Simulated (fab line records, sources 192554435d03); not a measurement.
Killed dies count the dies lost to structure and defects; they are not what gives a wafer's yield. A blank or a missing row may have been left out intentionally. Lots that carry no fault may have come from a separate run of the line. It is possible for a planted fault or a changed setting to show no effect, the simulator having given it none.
Matching of chambers / flow n5_finfet / rie_diel-04 running N5_PMOS_HMC_CHANNEL_EPI_DESCUM_14: 4 sister chambers
The step chemistry O2, time 7.9 s. 16 wafers are shown with their chamber, then 8 later ones without.

## WAFERS PAIRED WITH THEIR CHAMBERS
wafer=L074.2; chamber=3; showerhead_plenum_p_Torr (Torr)=2.15; throttle_valve_pct (%)=20.24; oes_product_au (a.u.)=0.70
wafer=L074.3; chamber=1; showerhead_plenum_p_Torr (Torr)=2.17; throttle_valve_pct (%)=20.14; oes_product_au (a.u.)=0.74
wafer=L074.6; chamber=3; showerhead_plenum_p_Torr (Torr)=2.15; throttle_valve_pct (%)=20.24; oes_product_au (a.u.)=0.70
wafer=L080.1; chamber=2; showerhead_plenum_p_Torr (Torr)=1.97; throttle_valve_pct (%)=20.53; oes_product_au (a.u.)=0.70
wafer=L080.2; chamber=1; showerhead_plenum_p_Torr (Torr)=2.17; throttle_valve_pct (%)=20.16; oes_product_au (a.u.)=0.73
wafer=L080.6; chamber=2; showerhead_plenum_p_Torr (Torr)=1.97; throttle_valve_pct (%)=20.53; oes_product_au (a.u.)=0.70
wafer=L083.1; chamber=3; showerhead_plenum_p_Torr (Torr)=2.14; throttle_valve_pct (%)=20.28; oes_product_au (a.u.)=0.69
wafer=L083.2; chamber=2; showerhead_plenum_p_Torr (Torr)=1.97; throttle_valve_pct (%)=20.55; oes_product_au (a.u.)=0.70
wafer=L083.5; chamber=3; showerhead_plenum_p_Torr (Torr)=2.14; throttle_valve_pct (%)=20.28; oes_product_au (a.u.)=0.68
wafer=L085.3; chamber=0; showerhead_plenum_p_Torr (Torr)=2.15; throttle_valve_pct (%)=20.61; oes_product_au (a.u.)=0.94
wafer=L085.5; chamber=0; showerhead_plenum_p_Torr (Torr)=2.15; throttle_valve_pct (%)=20.62; oes_product_au (a.u.)=0.95
wafer=L085.6; chamber=3; showerhead_plenum_p_Torr (Torr)=2.14; throttle_valve_pct (%)=20.31; oes_product_au (a.u.)=0.68
wafer=L088.1; chamber=3; showerhead_plenum_p_Torr (Torr)=2.13; throttle_valve_pct (%)=20.29; oes_product_au (a.u.)=0.67
wafer=L088.2; chamber=1; showerhead_plenum_p_Torr (Torr)=2.16; throttle_valve_pct (%)=20.18; oes_product_au (a.u.)=0.71
wafer=L088.4; chamber=0; showerhead_plenum_p_Torr (Torr)=2.15; throttle_valve_pct (%)=20.61; oes_product_au (a.u.)=0.92
wafer=L089.2; chamber=1; showerhead_plenum_p_Torr (Torr)=2.16; throttle_valve_pct (%)=20.19; oes_product_au (a.u.)=0.71

SIGNATURES (means of the wafers above)
reading=showerhead_plenum_p_Torr; chamber 0=2.1500; chamber 1=2.1650; chamber 2=1.9700; chamber 3=2.1417; scatter within a chamber=0.00565
reading=throttle_valve_pct; chamber 0=20.6133; chamber 1=20.1675; chamber 2=20.5367; chamber 3=20.2733; scatter within a chamber=0.0219
reading=oes_product_au; chamber 0=0.9367; chamber 1=0.7225; chamber 2=0.7000; chamber 3=0.6867; scatter within a chamber=0.0125
Rule: a wafer lies at a distance from a chamber equal to the root of the sum of squares, over the readings, of (its reading less the chamber's mean, divided by the reading's scatter). The wafer belongs to the nearest chamber; if the next one is less than 2 further off, it can't be placed. The scatter: take each reading less its chamber's mean, square it, sum over the shown wafers, divide by the number of wafers less the number of chambers, and take the root.

## WAFERS WHOSE CHAMBER IS MISSING
wafer=L089.4; showerhead_plenum_p_Torr (Torr)=2.23; throttle_valve_pct (%)=20.19; oes_product_au (a.u.)=0.98
wafer=L089.5; showerhead_plenum_p_Torr (Torr)=2.15; throttle_valve_pct (%)=20.62; oes_product_au (a.u.)=0.92
wafer=L092.3; showerhead_plenum_p_Torr (Torr)=2.16; throttle_valve_pct (%)=20.20; oes_product_au (a.u.)=0.71
wafer=L092.5; showerhead_plenum_p_Torr (Torr)=2.16; throttle_valve_pct (%)=20.19; oes_product_au (a.u.)=0.71
wafer=L092.6; showerhead_plenum_p_Torr (Torr)=2.15; throttle_valve_pct (%)=20.64; oes_product_au (a.u.)=0.90
wafer=L094.2; showerhead_plenum_p_Torr (Torr)=2.13; throttle_valve_pct (%)=19.94; oes_product_au (a.u.)=0.95
wafer=L094.4; showerhead_plenum_p_Torr (Torr)=2.15; throttle_valve_pct (%)=20.64; oes_product_au (a.u.)=0.90
wafer=L094.5; showerhead_plenum_p_Torr (Torr)=2.15; throttle_valve_pct (%)=20.21; oes_product_au (a.u.)=0.70

## EACH ONE'S CHAMBER
wafer=L089.4; from the rows above=can't be placed: 1 or 0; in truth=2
wafer=L089.5; from the rows above=0; in truth=0
wafer=L092.3; from the rows above=1; in truth=1
wafer=L092.5; from the rows above=1; in truth=1
wafer=L092.6; from the rows above=0; in truth=0
wafer=L094.2; from the rows above=1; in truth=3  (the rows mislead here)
wafer=L094.4; from the rows above=0; in truth=0
wafer=L094.5; from the rows above=can't be placed: 3 or 1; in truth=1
Correct placement for 5 of the 8. Cannot be placed on the basis of these rows: 2; the candidates contain the true chamber in 1. 1 placed wrongly.
